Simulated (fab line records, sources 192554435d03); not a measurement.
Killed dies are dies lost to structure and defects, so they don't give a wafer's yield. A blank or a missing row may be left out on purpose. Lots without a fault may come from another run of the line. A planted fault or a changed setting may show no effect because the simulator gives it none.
Split-lot experiment | flow n5_finfet | 7 lots, 39 wafers read, on a route of 1938 steps

THE SPLIT
At N5_PASSIVATION_PASS_ETCH_47 (etches SiNx in CF4/O2, target depth 770 nm, time 385 s), the setting time_s was moved away from the recipe's 385 s on 6 of the 39 wafers read, by -30.1% to +24.9%. The other wafers ran this setting at the recipe's value.

The reading is taken at the split's own step.

THE READING
etch.depth_nm (the simulator's own value, which no gauge read), in nm, at N5_PASSIVATION_PASS_ETCH_47 (etches SiNx in CF4/O2, target depth 770 nm, time 385 s). The file gives no usual value for it. The 33 wafers here that ran the recipe average 762.3 nm, standard deviation 21 nm.

wafer  | tool, chamber at the split | time_s as run, s | against the recipe | etch.depth_nm, nm | against lot-mates on the recipe
L074.1 | rie_diel-03, 1             | 385              | recipe             | 755.8             | -
L074.2 | rie_diel-03, 0             | 385              | recipe             | 756.8             | -
L074.3 | rie_diel-03, 2             | 385              | recipe             | 723.4             | -
L074.4 | rie_diel-03, 3             | 385              | recipe             | 755.9             | -
L074.5 | rie_diel-03, 3             | 385              | recipe             | 749.7             | -
L074.6 | rie_diel-03, 2             | 385              | recipe             | 725.6             | -
L075.1 | rie_diel-03, 3             | 385              | recipe             | 747.7             | -
L075.2 | rie_diel-03, 2             | 385              | recipe             | 713.7             | -
L075.3 | rie_diel-03, 1             | 385              | recipe             | 751               | -
L075.4 | rie_diel-03, 0             | 385              | recipe             | 755.3             | -
L075.5 | rie_diel-03, 0             | 385              | recipe             | 758               | -
L075.6 | rie_diel-03, 1             | 385              | recipe             | 749.5             | -
L077.3 | rie_diel-06, 3             | 385              | recipe             | 774.4             | -
L077.4 | rie_diel-06, 1             | 385              | recipe             | 807               | -
L077.5 | rie_diel-06, 2             | 385              | recipe             | 787.8             | -
L085.1 | rie_diel-03, 3             | 385              | recipe             | 746.8             | -
L085.2 | rie_diel-03, 2             | 385              | recipe             | 751.7             | -
L085.3 | rie_diel-03, 0             | 269              | -30.1%             | 526.9             | -220.0
L085.4 | rie_diel-03, 1             | 269              | -30.1%             | 521.9             | -225.0
L085.5 | rie_diel-03, 0             | 269              | -30.1%             | 523.8             | -223.1
L085.6 | rie_diel-03, 3             | 385              | recipe             | 742.1             | -
L089.1 | rie_diel-06, 3             | 385              | recipe             | 760.9             | -
L089.2 | rie_diel-06, 1             | 385              | recipe             | 791.5             | -
L089.3 | rie_diel-06, 2             | 385              | recipe             | 779.3             | -
L089.4 | rie_diel-06, 0             | 385              | recipe             | 782.5             | -
L089.5 | rie_diel-06, 3             | 385              | recipe             | 762               | -
L089.6 | rie_diel-06, 0             | 385              | recipe             | 781.2             | -
L093.1 | rie_diel-06, 1             | 385              | recipe             | 804.2             | -
L093.2 | rie_diel-06, 2             | 480.8            | +24.9%             | 982.5             | +193.3
L093.3 | rie_diel-06, 3             | 480.8            | +24.9%             | 962.9             | +173.7
L093.4 | rie_diel-06, 0             | 385              | recipe             | 780.3             | -
L093.5 | rie_diel-06, 3             | 480.8            | +24.9%             | 963               | +173.8
L093.6 | rie_diel-06, 0             | 385              | recipe             | 783               | -
L097.1 | rie_diel-01, 1             | 385              | recipe             | 767.8             | -
L097.2 | rie_diel-01, 2             | 385              | recipe             | 762.7             | -
L097.3 | rie_diel-01, 0             | 385              | recipe             | 767.5             | -
L097.4 | rie_diel-01, 3             | 385              | recipe             | 741.3             | -
L097.5 | rie_diel-01, 1             | 385              | recipe             | 773.3             | -
L097.6 | rie_diel-01, 0             | 385              | recipe             | 767.6             | -

THE FIT
A straight line over all 39 wafers: etch.depth_nm changes by +8.08 nm for each +1% of time_s; r = +0.98; the points scatter about the line by 20 nm.
The same after taking each lot's own level away (the mean of its wafers on the recipe; 39 wafers): +7.33 nm for each +1%; r = +0.99; scatter 12 nm.
On that fit, the largest move of time_s shifts the reading by 2.2e+02 nm.
The lots' own levels span 744.53 to 789.73 nm, that is 2.1 times the standard deviation above.
So the lot-to-lot level changes the slope: the two fits differ.
Check: with one of the wafers moved furthest among these (-30.1%) left out of the fit, the line predicts -222 nm for it against its lot-mates. It came out at -220 nm against them.

OTHER SPLITS ON THESE WAFERS
These wafers also went through other splits before the reading. Each is held against what the fit with the lots' levels taken away leaves over:
other split on the same wafers | wafers away from the commonest value | r with etch.depth_nm (lot level and that fit taken away)
N5_BEOL_M11_PECVD_70 time_s    | 9                                    | +0.13

THE FILE'S OWN FIT
etch.depth_nm changes by +7.33 nm for each +1% of time_s, r = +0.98.
